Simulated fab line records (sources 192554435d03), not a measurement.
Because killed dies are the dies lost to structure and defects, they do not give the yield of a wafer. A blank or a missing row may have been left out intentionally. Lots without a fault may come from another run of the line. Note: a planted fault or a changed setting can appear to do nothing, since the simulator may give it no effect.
Split-lot experiment | flow n5_finfet | 21 wafers read across 7 lots, on a route 1938 steps long

## THE SPLIT ITSELF
At N5_BEOL_M15_TRENCH_ETCH_34 (etches SiO2 in C4F8/O2/Ar, target depth 872.93 nm, time 199 s), the setting time_s was moved away from the recipe's 199 s on 4 of the 21 wafers read, by -15.4% to +19.9%. For the rest of the wafers, this setting stayed at what the recipe calls for.

## FROM THE SPLIT TO THE READING: what the file shows between them, 7 steps
- N5_BEOL_M15_STRIP_36: strips in O2
- N5_BEOL_M15_ECD_47: material Cu, target thk 1860 nm
- N5_BEOL_M15_ANNEAL_48: time 90 s
- N5_BEOL_M15_CMP_49: polishes, stops on SiO2, t overpolish 4.9 s, target thk 850 nm
- N5_BEOL_M15_THK_MEAS_50: measures by xrf
- N5_BEOL_M15_PRE_CLEAN_52: time 15 s
- N5_BEOL_M15_DEP_53: deposits SiCN from 3MS/NH3, target thk 50 nm, time 17.8 s

## THE READING
At N5_BEOL_M15_RS_MEAS_54, a four-point-probe measurement gives M15_RS in ohm/sq. On this fab line, fault-free wafers typically give 0.0215 ohm/sq with a standard deviation of 0.00034 ohm/sq.

wafer  | tool, chamber at the split | time_s as run, s | against the recipe | M15_RS, ohm/sq | against lot-mates on the recipe
L080.1 | rie_diel-05, 2             | 168.4            | -15.4%             | 0.0253         | +0.0039
L080.2 | rie_diel-05, 1             | 199              | recipe             | 0.0214         | -
L080.6 | rie_diel-05, 2             | 168.4            | -15.4%             | 0.0254         | +0.0040
L081.2 | rie_diel-06, 3             | 199              | recipe             | 0.0210         | -
L081.5 | rie_diel-06, 3             | 199              | recipe             | 0.0208         | -
L081.6 | rie_diel-06, 1             | 199              | recipe             | 0.0214         | -
L083.1 | rie_diel-05, 1             | 199              | recipe             | 0.0218         | -
L083.2 | rie_diel-05, 0             | 199              | recipe             | 0.0214         | -
L083.6 | rie_diel-05, 2             | 199              | recipe             | 0.0214         | -
L087.2 | rie_diel-05, 3             | 199              | recipe             | 0.0214         | -
L087.5 | rie_diel-05, 2             | 199              | recipe             | 0.0215         | -
L087.6 | rie_diel-05, 3             | 199              | recipe             | 0.0214         | -
L089.1 | rie_diel-02, 1             | 238.6            | +19.9%             | 0.0181         | -0.0032
L089.3 | rie_diel-02, 3             | 238.6            | +19.9%             | 0.0178         | -0.0035
L089.4 | rie_diel-02, 0             | 199              | recipe             | 0.0213         | -
L092.1 | rie_diel-02, 1             | 199              | recipe             | 0.0219         | -
L092.3 | rie_diel-02, 2             | 199              | recipe             | 0.0216         | -
L092.5 | rie_diel-02, 3             | 199              | recipe             | 0.0214         | -
L096.1 | rie_diel-05, 2             | 199              | recipe             | 0.0215         | -
L096.3 | rie_diel-05, 0             | 199              | recipe             | 0.0211         | -
L096.6 | rie_diel-05, 3             | 199              | recipe             | 0.0214         | -

THE FIT
A straight line over all 21 wafers: M15_RS changes by -0.000206 ohm/sq for each +1% of time_s; r = -0.97; the points scatter about the line by 0.00039 ohm/sq.
The same after taking each lot's own level away (the mean of its wafers on the recipe; 21 wafers): -0.000202 ohm/sq for each +1%; r = -0.98; scatter 0.00036 ohm/sq.
On that fit, the largest move of time_s shifts the reading by 0.004 ohm/sq.
From 0.02107 to 0.02163 ohm/sq: that is the span of the lots' own levels, equal to 1.7 times the standard deviation above.
The two slopes agree, so the slope changes little with the lot-to-lot level.
Check: with one of the wafers moved furthest among these (+19.9%) left out of the fit, the line predicts -0.00425 ohm/sq for it against its lot-mates. Against them it came out at -0.0032 ohm/sq.

## FURTHER SPLITS ON THESE WAFERS
Before the reading, these wafers also passed through other splits. Each is held against what the fit with the lots' levels taken away leaves over:
other split on the same wafers    | wafers away from the commonest value | r with M15_RS (lot level and that fit taken away)
N5_BEOL_M13_COAT_58 spin_rpm      | 7                                    | -0.09
N5_BEOL_M14_TRENCH_ETCH_34 bias_w | 8                                    | +0.09
N5_BEOL_M15_PEB_26 peb_temp_c     | 6                                    | -0.10

## THE WHOLE CHAIN: every reading that the file lists as answering this split, in the file's order
step                       | what it does                                                   | reading                                                                          | change (the file's fit)               | r (the file's)
N5_BEOL_M15_TRENCH_ETCH_34 | etches SiO2 in C4F8/O2/Ar, target depth 872.93 nm, time 199 s  | etch.depth_nm (the simulator's own value, which no gauge read)                   | +8.22 nm for each +1% of the setting  | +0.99
N5_BEOL_M15_TRENCH_ETCH_34 | etches SiO2 in C4F8/O2/Ar, target depth 872.93 nm, time 199 s  | coat_of_BEOL_M15_COAT_22.thk_nm (the simulator's own value, which no gauge read) | -1.6 nm for each +1% of the setting   | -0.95
N5_BEOL_M15_CMP_49         | polishes, stops on SiO2, t overpolish 4.9 s, target thk 850 nm | Cu_of_BEOL_M15_ECD_47.thk_nm (the simulator's own value, which no gauge read)    | +8.23 nm for each +1% of the setting  | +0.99
N5_BEOL_M15_THK_MEAS_50    | measures by xrf                                                | M15_THK                                                                          | +8.1 for each +1% of the setting      | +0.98
N5_BEOL_M15_RS_MEAS_54     | measures by four-point-probe                                   | M15_RS                                                                           | -0.000202 for each +1% of the setting | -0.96

## THE FILE'S OWN FIT
M15_RS changes by -0.000202 ohm/sq for each +1% of time_s, r = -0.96.
